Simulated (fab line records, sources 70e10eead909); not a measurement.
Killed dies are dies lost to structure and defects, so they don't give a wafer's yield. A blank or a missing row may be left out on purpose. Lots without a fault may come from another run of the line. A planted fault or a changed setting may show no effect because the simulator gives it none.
fab line records | flow nand_harc
record lots=6 wafers=18 last_day=33
route steps=1302 shown A_M1@1180 END@1302
lots that met no fault: from a run of the same line without faults
start_h: hours from the record's first day to the start of the lot's first wafer shown | wait_h: hours since the lot's step before | " the same as in the row above | L1.1+2: a row that stands for several wafers | - no value, or no start given | * or withheld: withheld | < > ~ a bound
route shown NAME@n: a module of which the file shows steps, and the number in the route of the first | usual: mean/standard deviation of fault-free wafers | same: alike in all rows | chamber/n: place in a boat | sites: the reading at each site | _std_site: their standard deviation | _edge_site: outer sites' mean less inner sites' | radius_mm: how far each site lies from the wafer's centre | mask NAME#n: copy n | behind: the tool/chamber that last shaped the wafer | hold: why the lot was held/for how many hours/how that ended | device: the transistor (n, p or np) that didn't switch | end of line: the same wafers' tests at the end of the route | a step without rows: its recipe alone | killed: dies lost to structure and defects at the first sort, not the wafer's yield | map: a wafer's dies, x killed, . not, _ none there
set.NAME: the setting as run; set.NAME@STEP: as run at that earlier step | model.NAME: the simulator's own value behind a step, which no gauge read
lots at some steps of the route; a table a step, a row a wafer
services: from which hour (start_h, from the record's first day; less than 0 if before it) a tool's chamber was out of use, for how many hours, and why
## steps
# step NHARC_A_M1_OVL_MEAS_10
# recipe pitch_nm=240
# usual overlay_x_nm=0.3/0.85 overlay_y_nm=-0.1/0.81
# columns lot.wafer tool chamber start_h wait_h overlay_x_nm overlay_y_nm
L997.1 overlay-01 - 550.74 - -0.4 -0.8
L997.5 " - " " -0.1 -0.7
L997.6 " - " " -0.1 -0.7
L103.3 overlay-01 - 601.32 - 0.2 -0.6
L103.5 " - " " -0.2 -1.2
L103.6 " - " " 0.3 -1.2
L106.1 overlay-01 - 638.18 - 0.6 0.3
L106.3 " - " " 0.4 0.3
L106.6 " - " " 0.1 0.9
L107.4 overlay-01 - 640.34 - -0.1 -0.8
L107.5 " - " " -0.6 -0.9
L107.6 " - " " 0.2 -0.6
L116.3 overlay-02 - 722.29 - -0.4 -0.6
L116.4 " - " " -0.4 -0.6
L116.6 " - " " -0.4 -0.9
L118.3 overlay-02 - 756.87 - 0.3 0.5
L118.5 " - " " 0.3 -0.1
L118.6 " - " " 0.4 0.0
# step NHARC_A_M1_INSPECT_11
# usual raw_defect_count=84/38
# columns lot.wafer tool chamber start_h wait_h raw_defect_count
L997.1 defect_inspect-01 - 550.78 0.0 71
L997.5 " - " " 79
L997.6 " - " " 77
L103.3 defect_inspect-01 - 601.36 0.0 34
L103.5 " - " " 23
L103.6 " - " " 28
L106.1 defect_inspect-02 - 638.22 0.0 107
L106.3 " - " " 110
L106.6 " - " " 133
L107.4 defect_inspect-02 - 640.38 0.0 44
L107.5 " - " " 36
L107.6 " - " " 44
L116.3 defect_inspect-01 - 722.33 0.0 42
L116.4 " - " " 43
L116.6 " - " " 30
L118.3 defect_inspect-01 - 756.91 0.0 24
L118.5 " - " " 29
L118.6 " - " " 26
# step NHARC_A_M1_DESCUM_14
# recipe time_s=3 o2_flow_sccm=200 ar_flow_sccm=0 bias_power_w=0 chemistry=O2
# step NHARC_A_M1_ETCH_35
# recipe target_depth_a=400 overetch_a=120 time_s=43.94 ion_energy_ev=200 n2_flow_sccm=150 h2_flow_sccm=150 ar_flow_sccm=0 rf_w=400 bias_w=150 chemistry=N2/H2
# usual drypump_motor_current_A=5.6/0.52 mfc_ar_sccm=0.004/0.0075 oes_product_au=0.999/0.0075 rf_vpp_V=429.5/2.1 showerhead_plenum_p_Torr=2.01/0.072 throttle_valve_pct=14.172/0.01
# columns lot.wafer tool chamber start_h wait_h drypump_motor_current_A mfc_ar_sccm oes_product_au rf_hours_counter_h rf_vpp_V showerhead_plenum_p_Torr throttle_valve_pct
L997.1 rie_diel-11 3 550.94 0.1 4.9 0 0.999 5.3 431.4 2.05 14.173
L997.6 " 0 " " 6.6 0 1.001 - 432.8 2.08 14.161
L997.5 " 1 " " 5.3 0.012 0.995 - 427.9 1.95 14.183
L103.3 rie_diel-11 1 601.52 0.1 5.3 0.012 1.007 10.3 428.3 1.95 14.166
L103.5 " 2 " " 5.5 0 0.991 - 427.0 1.89 14.175
L103.6 " 3 " " 4.9 0 0.984 - 430.4 2.05 14.172
L106.3 rie_diel-11 3 638.37 0.1 4.8 0 1.003 1.0 431.1 2.05 14.152
L106.1 " 0 " " 6.5 0 1.004 0.9 432.1 2.08 14.158
L106.6 " 1 " " 5.3 0.012 1.004 - 429.2 1.95 14.163
L107.4 rie_diel-08 3 640.55 0.1 5.7 0 1.000 2.0 430.1 1.98 14.163
L107.6 " 1 " " 5.7 0.003 1.001 - 430.4 2.05 14.181
L107.5 " 2 " " 5.3 0 0.999 - 426.6 1.90 14.158
L116.4 rie_diel-11 3 722.48 0.1 4.9 0 1.004 5.3 429.2 2.05 14.171
L116.3 " 1 " " 5.3 0.012 0.989 5.5 428.9 1.95 14.167
L116.6 " 3 " " 4.9 0 0.986 - 429.9 2.05 14.187
L118.3 rie_diel-04 2 757.07 0.1 5.4 0 0.993 3.4 431.6 2.04 14.192
L118.5 " 2 " " 5.4 0 0.997 - 431.5 2.04 14.165
L118.6 " 3 " " 5.5 0 0.997 - 432.2 2.10 14.194
# step NHARC_A_M1_ETCH_15
# recipe target_depth_a=1825 time_s=91.2 c4f8_flow_sccm=withheld ar_flow_sccm=400 rf_w=600 bias_w=300 chemistry=C4F8/Ar
# step NHARC_A_M1_CD_MEAS_16
# usual cd_nm=119.9/0.61
# columns lot.wafer tool chamber start_h wait_h cd_nm
L997.1 cd_sem-02 - 551.15 - 119.8
L997.5 " - " " 119.3
L997.6 " - " " 120.6
L103.3 cd_sem-01 - 601.73 - 119.0
L103.5 " - " " 119.8
L103.6 " - " " 119.7
L106.1 cd_sem-02 - 638.58 - 120.1
L106.3 " - " " 119.9
L106.6 " - " " 119.2
L107.4 cd_sem-03 - 640.76 - 119.5
L107.5 " - " " 119.5
L107.6 " - " " 118.9
L116.3 cd_sem-03 - 722.70 - 119.5
L116.4 " - " " 119.9
L116.6 " - " " 119.8
L118.3 cd_sem-01 - 757.33 - 118.8
L118.5 " - " " 119.5
L118.6 " - " " 119.5
# step NHARC_A_M1_STRIP_18
# recipe power_w=1000 n2_flow_sccm=150 h2_flow_sccm=150 ar_flow_sccm=0 bias_w=0 chemistry=N2/H2
# step NHARC_A_M1_ETCH_28
# recipe target_depth_a=300 over_etch_frac=0.3 time_s=72.99 ion_energy_ev=150 cf4_flow_sccm=50 n2_flow_sccm=100 ar_flow_sccm=150 rf_w=300 bias_w=100 chemistry=CF4/N2
# usual drypump_motor_current_A=5.6/0.45 mfc_ar_sccm=150.0/0.43 oes_product_au=0.998/0.0063 rf_vpp_V=313.6/1.6 showerhead_plenum_p_Torr=2.60/0.081 throttle_valve_pct=19.795/0.0094
# columns lot.wafer tool chamber start_h wait_h drypump_motor_current_A mfc_ar_sccm oes_product_au rf_hours_counter_h rf_vpp_V showerhead_plenum_p_Torr throttle_valve_pct
L997.1 rie_diel-04 3 - - 5.5 149.5 0.995 0.2 316.4 2.70 19.813
L997.5 " 1 " " 5.8 149.8 0.993 - 317.4 2.71 19.785
L997.6 " 2 " " 5.4 150.6 1.003 - 314.4 2.63 19.801
L103.3 rie_diel-08 1 - - 5.8 150.4 1.015 1.2 313.5 2.63 19.791
L103.5 " 3 " " 5.7 149.5 1.002 - 311.7 2.55 19.804
L103.6 " 0 " " 6.2 149.5 1.009 - 314.5 2.63 19.794
L106.1 rie_diel-08 3 - - 5.7 149.9 0.987 1.9 312.2 2.55 19.785
L106.3 " 0 " " 6.2 150.5 1.003 2.6 313.5 2.63 19.794
L106.6 " 2 " " 5.3 149.7 0.999 - 311.1 2.46 19.813
L107.4 rie_diel-11 3 - - 4.9 149.4 0.998 1.2 314.5 2.64 19.794
L107.5 " 0 " " 6.5 150.0 1.008 - 314.0 2.68 19.797
L107.6 " 1 " " 5.3 150.0 0.993 - 312.9 2.52 19.789
L116.3 rie_diel-04 2 - - 5.4 149.5 0.990 0.1 314.8 2.63 19.808
L116.4 " 0 " " 5.8 149.7 1.001 0.1 314.2 2.59 19.800
L116.6 " 2 " " 5.4 149.6 0.995 - 314.7 2.63 19.799
L118.3 rie_diel-04 3 - - 5.5 149.5 0.984 2.9 315.7 2.69 19.786
L118.5 " 3 " " 5.5 149.6 0.999 - 315.3 2.69 19.789
L118.6 " 0 " " 5.8 149.6 0.999 - 313.2 2.59 19.801
# step NHARC_A_M1_STRIP_19
# recipe time_s=600 temp_c=30 chemistry=post_etch_residue_remover
# step NHARC_A_M1_DEGAS_29
# recipe temp_c=250 time_s=60
# usual heater_power_w=319/36
# columns lot.wafer tool chamber start_h wait_h heater_power_w
L997.1 pvd_sputter-01 - 551.87 - 330
L997.5 " - " " 297
L997.6 " - " " 309
L103.3 pvd_sputter-02 - 602.45 - 306
L103.5 " - " " 369
L103.6 " - " " 270
L106.3 pvd_sputter-03 - 639.30 - 357
L106.1 " - " " 310
L106.6 " - " " 265
L107.4 pvd_sputter-01 - 641.47 - 323
L107.5 " - " " 323
L107.6 " - " " 341
L116.4 pvd_sputter-03 - 723.42 - 276
L116.3 " - " " 323
L116.6 " - " " 346
L118.3 pvd_sputter-02 - 758.11 - 385
L118.5 " - " " 310
L118.6 " - " " 396
# step NHARC_A_M1_PRE_CLEAN_30
# recipe time_s=30 temp_c=280 gas=H2/He
# usual heater_power_w=392/45
# columns lot.wafer tool chamber start_h wait_h heater_power_w
L997.1 pvd_sputter-01 - - - 418
L997.6 " - " " 426
L997.5 " - " " 362
L103.3 pvd_sputter-02 - - - 370
L103.5 " - " " 377
L103.6 " - " " 408
L106.1 pvd_sputter-03 - - - 331
L106.3 " - " " 378
L106.6 " - " " 348
L107.4 pvd_sputter-01 - - - 425
L107.6 " - " " 421
L107.5 " - " " 425
L116.3 pvd_sputter-03 - - - 388
L116.4 " - " " 348
L116.6 " - " " 396
L118.3 pvd_sputter-02 - - - 353
L118.6 " - " " 384
L118.5 " - " " 480
# step NHARC_A_M1_PVD_20
# recipe target_thk_a=50 bias_v=168.6 power_w=15000 chamber_pressure_pa=0.12 time_s=8.06 substrate_temp_c=50 material=TaN
# usual bias_v=168.6/1.5 cathode_dc_power_W=15000/2.7 throttle_valve_pct=30.4/1.2
# columns lot.wafer tool chamber start_h wait_h bias_v cathode_dc_power_W throttle_valve_pct
L997.1 pvd_sputter-01 - - - 170.2 15002 29.1
L997.5 " - " " 165.7 14998 28.5
L997.6 " - " " 167.3 14995 31.5
L103.3 pvd_sputter-02 - - - 168.6 15000 31.7
L103.6 " - " " 168.0 15002 31.4
L103.5 " - " " 166.5 15003 31.1
L106.3 pvd_sputter-03 - - - 166.2 14999 28.6
L106.1 " - " " 169.8 14999 29.0
L106.6 " - " " 168.4 15000 30.6
L107.4 pvd_sputter-01 - - - 169.9 14995 31.7
L107.6 " - " " 168.1 15002 31.7
L107.5 " - " " 170.4 15001 28.4
L116.3 pvd_sputter-03 - - - 167.1 14999 29.3
L116.4 " - " " 172.9 15002 28.9
L116.6 " - " " 166.6 15002 29.4
L118.3 pvd_sputter-02 - - - 168.4 14998 29.9
L118.5 " - " " 169.9 15002 30.3
L118.6 " - " " 167.2 15004 30.7
# step NHARC_A_M1_PVD_21
# recipe target_thk_a=300 chamber_pressure_pa=5 power_w=5000 substrate_temp_c=30 time_s=20.49 material=Cu
# usual cathode_dc_power_W=5000.0/0.81 chamber_pressure_pa=5.000/0.011 throttle_valve_pct=30.3/1.2
# columns lot.wafer tool chamber start_h wait_h cathode_dc_power_W chamber_pressure_pa throttle_valve_pct
L997.1 pvd_sputter-01 - 552.11 - 4999.8 4.993 28.9
L997.5 " - " " 4999.1 4.994 28.1
L997.6 " - " " 4999.9 4.983 29.4
L103.3 pvd_sputter-02 - 602.70 - 5001.0 5.005 31.1
L103.6 " - " " 5000.5 5.004 31.3
L103.5 " - " " 5000.1 4.984 31.8
L106.3 pvd_sputter-01 - 639.56 - - - -
L106.1 " - " " - - -
L106.6 " - " " - - -
L107.4 pvd_sputter-01 - 641.73 - - - -
L107.5 " - " " - - -
L107.6 " - " " - - -
L116.3 pvd_sputter-03 - 723.65 - 5001.8 5.021 29.7
L116.4 " - " " 5001.0 4.999 29.3
L116.6 " - " " 4999.7 5.001 30.3
L118.3 pvd_sputter-02 - 758.35 - 5001.7 4.993 30.8
L118.5 " - " " 4998.1 5.002 30.9
L118.6 " - " " 5000.7 5.007 30.1
# step NHARC_A_M1_ECD_22
# recipe target_thk_a=4000 bath_temp_c=25 material=Cu
# step NHARC_END_SORT_01
# recipe temp_c=25
# usual defect_limited_yield=92.5/2.3 killed_at_array=46/15 killed_at_other=0.8/1.1 killed_at_periphery=4.0/2.9 killed_dies=50/15 killed_open=3.2/1.8 killed_short=2.3/1.6 sort_bin_2_pct=2.7/1 sort_bin_3_pct=0.5/0.32 sort_bin_4_pct=4.2/1.3 sort_n_pass=627/15 sort_rim_yield_pct=87/4.7 sort_yield_pct=92.5/2.3
# same gross_dies=677 sort_bin_5_pct[%]=0 sort_bin_6_pct[%]=0 sort_bin_7_pct[%]=0 sort_bin_8_pct[%]=0 sort_rim_n_gross=106.00
# columns lot.wafer tool chamber start_h wait_h hold defect_limited_yield[%] killed_at_array killed_at_other killed_at_periphery killed_dies killed_open killed_short sort_bin_2_pct[%] sort_bin_3_pct[%] sort_bin_4_pct[%] sort_n_pass sort_rim_yield_pct[%] sort_yield_pct[%]
L997.1 prober-02 0 584.67 2.5 - 94.2 35 0 4 39 4 2 3.1 0.4 2.2 638 92 94.2
L997.5 prober-02 0 587.91 3.7 - 93.6 42 1 0 43 2 2 2.4 0.7 3.2 634 91 93.6
L997.6 prober-02 0 588.72 4.0 - 92.9 47 0 1 48 3 0 3.0 0.6 3.5 629 86 92.9
L103.3 prober-01 0 640.31 3.1 - 94.2 37 0 2 39 6 2 1.8 0.1 3.8 638 91 94.2
L103.5 prober-01 0 641.93 3.7 - 95.4 24 0 7 31 2 4 1.5 0.1 3.0 646 95 95.4
L103.6 prober-01 0 642.74 4.1 - 95.3 22 1 9 32 2 2 1.5 0 3.2 645 92 95.3
L106.1 prober-02 0 675.33 2.5 await_dispo/1.6h/scrap 0 675 1 1 677 7 4 93.5 1.0 5.5 0 0 0
L106.3 prober-02 0 676.92 3.1 await_dispo/1.6h/scrap 0 676 0 1 677 4 1 96.3 0.4 3.2 0 0 0
L106.6 prober-02 0 679.30 4.0 await_dispo/1.6h/scrap 0 676 0 1 677 3 1 96.9 0.7 2.4 0 0 0
L107.4 prober-01 0 677.66 3.4 await_dispo/1.9h/scrap 0 675 0 2 677 2 2 97.5 0 2.5 0 0 0
L107.5 prober-01 0 678.46 3.7 await_dispo/1.9h/scrap 0 676 0 1 677 3 0 96.3 0.4 3.2 0 0 0
L107.6 prober-01 0 679.25 4.0 await_dispo/1.9h/scrap 0 677 0 0 677 0 1 95.9 0.6 3.5 0 0 0
L116.3 prober-01 0 763.58 3.1 - 94.7 28 1 7 36 2 1 1.0 0.4 3.8 641 92 94.7
L116.4 prober-01 0 764.37 3.4 - 94.1 35 0 5 40 3 2 1.9 0.4 3.5 637 92 94.1
L116.6 prober-01 0 765.94 3.9 - 94.2 33 1 5 39 5 2 1.3 0.3 4.1 638 92 94.2
L118.3 prober-01 0 793.75 3.1 - 94.8 23 2 10 35 4 3 1.8 0.3 3.1 642 92 94.8
L118.5 prober-01 0 795.35 3.7 - 93.8 31 2 9 42 3 5 1.9 0.1 4.1 635 92 93.8
L118.6 prober-01 0 796.15 4.0 - 95.1 28 0 5 33 4 1 1.3 0.1 3.4 644 91 95.1
# killed by level:class
L997.1 A_CHANNEL_HOLE_D1:chamber_film_flake=15 A_SGD_CUT:chamber_film_flake=8 A_STAIRCASE:chamber_film_flake=3 A_CHANNEL_HOLE_D2:chamber_film_flake=2 A_CONTACT:chamber_film_flake=2 P_GATE:geometric_particle:open=1 P_CONTACT:geometric_particle:open=1 P_M1:geometric_particle:short=1
L997.5 A_CHANNEL_HOLE_D1:chamber_film_flake=18 A_CHANNEL_HOLE_D2:chamber_film_flake=8 A_SGD_CUT:chamber_film_flake=7 A_STAIRCASE:chamber_film_flake=3 A_CONTACT:chamber_film_flake=3 A_WL_FILL:geometric_particle:short=2 A_DECK1_JOINT:geometric_particle:open=1 STARTING-WAFER:geometric_particle:open=1
L997.6 A_CHANNEL_HOLE_D1:chamber_film_flake=27 A_CHANNEL_HOLE_D2:chamber_film_flake=9 A_STAIRCASE:chamber_film_flake=4 A_CONTACT:chamber_film_flake=3 P_CONTACT:geometric_particle:open=1 A_ONON_D1:geometric_particle:open=1 A_WL_FILL:geometric_particle:open=1 A_SGD_CUT:chamber_film_flake=1
L103.3 A_CHANNEL_HOLE_D2:chamber_film_flake=12 A_CHANNEL_HOLE_D1:chamber_film_flake=6 A_BONDPAD:chamber_film_flake=3 A_ONON_D2:geometric_particle:open=2 P_GATE:chamber_film_flake=2 A_CHANNEL_FILL_D2:chamber_film_flake=2 A_STAIRCASE:chamber_film_flake=2 A_ONON_D1:geometric_particle:open=1
L103.5 A_CHANNEL_HOLE_D2:chamber_film_flake=8 A_CHANNEL_HOLE_D1:chamber_film_flake=6 P_GATE:chamber_film_flake=5 A_ONON_D1:geometric_particle:short=3 A_CONTACT:chamber_film_flake=2 A_M0:chamber_film_flake=2 P_GATE:geometric_particle:open=1 A_CHANNEL_FILL_D1:geometric_particle:short=1
L103.6 A_CHANNEL_HOLE_D2:chamber_film_flake=8 P_GATE:chamber_film_flake=6 A_CONTACT:chamber_film_flake=6 A_CHANNEL_HOLE_D1:chamber_film_flake=3 P_ZERO_WELL:chamber_film_flake=2 A_BONDPAD:chamber_film_flake=2 A_CHANNEL_FILL_D1:geometric_particle:open=1 A_ONON_D2:geometric_particle:short=1
L106.1 A_M1:area_pvd=613 A_SLIT:chamber_film_flake=25 A_CHANNEL_HOLE_D1:chamber_film_flake=18 A_CONTACT:chamber_film_flake=4 A_CHANNEL_FILL_D2:chamber_film_flake=3 A_CONTACT:geometric_particle:open=2 A_BLC:geometric_particle:open=2 A_M0:geometric_particle:open=2
L106.3 A_M1:area_pvd=636 A_SLIT:chamber_film_flake=16 A_CHANNEL_HOLE_D1:chamber_film_flake=14 A_M0:geometric_particle:open=3 A_CONTACT:chamber_film_flake=3 A_M1:chamber_film_flake=2 P_M1:geometric_particle:open=1 A_CHANNEL_FILL_D1:geometric_particle:short=1
L107.4 A_M1:area_pvd=646 A_CHANNEL_HOLE_D2:chamber_film_flake=12 A_CHANNEL_HOLE_D1:chamber_film_flake=6 A_CONTACT:chamber_film_flake=4 A_ONON_D2:geometric_particle:short=2 A_WL_FILL:chamber_film_flake=2 P_GATE:geometric_particle:open=1 A_ONON_D1:geometric_particle:open=1
L107.5 A_M1:area_pvd=642 A_CHANNEL_HOLE_D2:chamber_film_flake=11 A_CONTACT:chamber_film_flake=7 A_BLC:chamber_film_flake=7 A_CHANNEL_HOLE_D1:chamber_film_flake=4 A_ONON_D1:geometric_particle:open=1 A_CHANNEL_FILL_D1:geometric_particle:open=1 A_M0:geometric_particle:open=1
L107.6 A_M1:area_pvd=641 A_CHANNEL_HOLE_D2:chamber_film_flake=16 A_BLC:chamber_film_flake=7 A_CHANNEL_HOLE_D1:chamber_film_flake=5 A_DECK1_JOINT:chamber_film_flake=2 A_CONTACT:chamber_film_flake=2 A_DECK1_JOINT:geometric_particle:short=1 A_STAIRCASE:chamber_film_flake=1
L106.6 A_M1:area_pvd=635 A_SLIT:chamber_film_flake=20 A_CHANNEL_HOLE_D1:chamber_film_flake=10 A_M0:geometric_particle:open=2 A_DECK1_JOINT:chamber_film_flake=2 A_CONTACT:chamber_film_flake=2 A_CHANNEL_HOLE_D1:geometric_particle:open=1 A_M0:geometric_particle:short=1
L116.3 A_CHANNEL_HOLE_D1:chamber_film_flake=10 A_SLIT:chamber_film_flake=6 P_CONTACT:chamber_film_flake=4 A_SGD_CUT:chamber_film_flake=3 A_WL_FILL:chamber_film_flake=3 A_CONTACT:chamber_film_flake=2 P_M0:geometric_particle:open=1 A_CHANNEL_FILL_D1:geometric_particle:open=1
L116.4 A_CHANNEL_HOLE_D1:chamber_film_flake=14 A_CONTACT:chamber_film_flake=4 A_STAIRCASE:chamber_film_flake=3 A_WL_FILL:chamber_film_flake=3 P_GATE:chamber_film_flake=2 A_SGD_CUT:chamber_film_flake=2 A_M1:chamber_film_flake=2 A_SLIT:chamber_film_flake=2
L116.6 A_CHANNEL_HOLE_D1:chamber_film_flake=13 A_SLIT:chamber_film_flake=4 A_CONTACT:chamber_film_flake=4 A_ONON_D1:geometric_particle:open=2 P_CONTACT:chamber_film_flake=2 A_STAIRCASE:chamber_film_flake=2 A_M1:chamber_film_flake=2 P_CONTACT:geometric_particle:open=1
L118.3 A_CONTACT:chamber_film_flake=8 P_ZERO_WELL:chamber_film_flake=4 A_SLIT:chamber_film_flake=4 A_CHANNEL_FILL_D1:geometric_particle:open=2 P_GATE:chamber_film_flake=2 A_CHANNEL_FILL_D2:chamber_film_flake=2 A_STAIRCASE:chamber_film_flake=2 THIN_TSV:chamber_film_flake=2
L118.5 A_SLIT:chamber_film_flake=7 P_GATE:chamber_film_flake=6 A_STAIRCASE:chamber_film_flake=4 A_CONTACT:chamber_film_flake=4 P_ZERO_WELL:chamber_film_flake=3 A_CHANNEL_HOLE_D2:geometric_particle:short=2 A_DECK1_JOINT:chamber_film_flake=2 A_CHANNEL_FILL_D2:chamber_film_flake=2
L118.6 A_SLIT:chamber_film_flake=10 A_CONTACT:chamber_film_flake=8 P_GATE:chamber_film_flake=4 A_CHANNEL_FILL_D2:chamber_film_flake=3 A_STAIRCASE:chamber_film_flake=2 P_CONTACT:geometric_particle:open=1 A_SOURCE_PLATE:geometric_particle:open=1 A_SOURCE_PLATE:geometric_particle:short=1
# map L106.1 (x killed, . not)
____________x____________
_________xxxxxxx_________
_______xxxxxxxxxxx_______
______xxxxxxxxxxxxx______
_____xxxxxxxxxxxxxxx_____
____xxxxxxxxxxxxxxxxx____
____xxxxxxxxxxxxxxxxx____
___xxxxxxxxxxxxxxxxxxx___
___xxxxxxxxxxxxxxxxxxx___
__xxxxxxxxxxxxxxxxxxxxx__
__xxxxxxxxxxxxxxxxxxxxx__
_xxxxxxxxxxxxxxxxxxxxxxx_
_xxxxxxxxxxxxxxxxxxxxxxx_
_xxxxxxxxxxxxxxxxxxxxxxx_
_xxxxxxxxxxxxxxxxxxxxxxx_
_xxxxxxxxxxxxxxxxxxxxxxx_
xxxxxxxxxxxxxxxxxxxxxxxxx
xxxxxxxxxxxxxxxxxxxxxxxxx
xxxxxxxxxxxxxxxxxxxxxxxxx
xxxxxxxxxxxxxxxxxxxxxxxxx
xxxxxxxxxxxxxxxxxxxxxxxxx
_xxxxxxxxxxxxxxxxxxxxxxx_
_xxxxxxxxxxxxxxxxxxxxxxx_
_xxxxxxxxxxxxxxxxxxxxxxx_
_xxxxxxxxxxxxxxxxxxxxxxx_
_xxxxxxxxxxxxxxxxxxxxxxx_
__xxxxxxxxxxxxxxxxxxxxx__
__xxxxxxxxxxxxxxxxxxxxx__
___xxxxxxxxxxxxxxxxxxx___
___xxxxxxxxxxxxxxxxxxx___
____xxxxxxxxxxxxxxxxx____
____xxxxxxxxxxxxxxxxx____
_____xxxxxxxxxxxxxxx_____
______xxxxxxxxxxxxx______
_______xxxxxxxxxxx_______
_________xxxxxxx_________
____________x____________
# map L107.4 (x killed, . not)
____________x____________
_________xxxxxxx_________
_______xxxxxxxxxxx_______
______xxxxxxxxxxxxx______
_____xxxxxxxxxxxxxxx_____
____xxxxxxxxxxxxxxxxx____
____xxxxxxxxxxxxxxxxx____
___xxxxxxxxxxxxxxxxxxx___
___xxxxxxxxxxxxxxxxxxx___
__xxxxxxxxxxxxxxxxxxxxx__
__xxxxxxxxxxxxxxxxxxxxx__
_xxxxxxxxxxxxxxxxxxxxxxx_
_xxxxxxxxxxxxxxxxxxxxxxx_
_xxxxxxxxxxxxxxxxxxxxxxx_
_xxxxxxxxxxxxxxxxxxxxxxx_
_xxxxxxxxxxxxxxxxxxxxxxx_
xxxxxxxxxxxxxxxxxxxxxxxxx
xxxxxxxxxxxxxxxxxxxxxxxxx
xxxxxxxxxxxxxxxxxxxxxxxxx
xxxxxxxxxxxxxxxxxxxxxxxxx
xxxxxxxxxxxxxxxxxxxxxxxxx
_xxxxxxxxxxxxxxxxxxxxxxx_
_xxxxxxxxxxxxxxxxxxxxxxx_
_xxxxxxxxxxxxxxxxxxxxxxx_
_xxxxxxxxxxxxxxxxxxxxxxx_
_xxxxxxxxxxxxxxxxxxxxxxx_
__xxxxxxxxxxxxxxxxxxxxx__
__xxxxxxxxxxxxxxxxxxxxx__
___xxxxxxxxxxxxxxxxxxx___
___xxxxxxxxxxxxxxxxxxx___
____xxxxxxxxxxxxxxxxx____
____xxxxxxxxxxxxxxxxx____
_____xxxxxxxxxxxxxxx_____
______xxxxxxxxxxxxx______
_______xxxxxxxxxxx_______
_________xxxxxxx_________
____________x____________
## services
# columns tool chamber start_h hours kind
rie_diel-04 - 531.98 9.0 pm
rie_diel-11 0 539.50 - clean
rie_diel-08 3 542.31 17.6 repair
rie_diel-08 - 544.80 9.0 pm
rie_diel-04 - 552.14 2.3 repair
pvd_sputter-02 - 552.21 1.7 repair
pvd_sputter-01 - 582.05 10.0 pm
rie_diel-11 - 609.50 9.0 pm
rie_diel-04 - 617.80 0.2 repair
pvd_sputter-02 - 638.08 10.0 pm
rie_diel-11 3 667.90 5.9 repair
rie_diel-08 0 676.31 1.3 repair
rie_diel-11 - 677.74 0.2 repair
rie_diel-04 1 703.90 2.0 repair
pvd_sputter-03 - 704.00 10.0 pm
rie_diel-04 - 708.98 9.0 pm
rie_diel-08 0 712.05 5.0 repair
rie_diel-08 3 716.89 7.9 repair
pvd_sputter-02 - 720.93 2.3 repair
rie_diel-08 - 721.80 9.0 pm
rie_diel-04 3 727.27 4.1 repair
pvd_sputter-01 - 732.10 0.5 repair
rie_diel-04 1 742.23 15.7 repair
pvd_sputter-01 - 746.46 5.1 repair
## key
first_sign step=NHARC_A_M1_PVD_21 reading=tool_record direction=missing
effect step=NHARC_END_SORT_01 reading=sort_bin_2_pct direction=up sigmas=93 usual=2.7 struck=96.1
more_kills_born_at NHARC_A_M1_PVD_21@pvd_sputter-01=3813
met_at NHARC_A_M1_PVD_21
struck_wafers L106.1,L106.3,L106.6,L107.4,L107.5,L107.6
later_rows_left_out L106.1,L106.3,L106.6,L107.4,L107.5,L107.6
onset_between 552.11 639.56
fault kind=skipped_step_whole tool=pvd_sputter-01 chamber=- onset_h=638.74 steps=NHARC_A_M1_PVD_21 scope=struck_lots_only
# later_rows_left_out: the simulator's readings of these wafers behind a module that went badly wrong aren't trusted and aren't shown, but for the sort
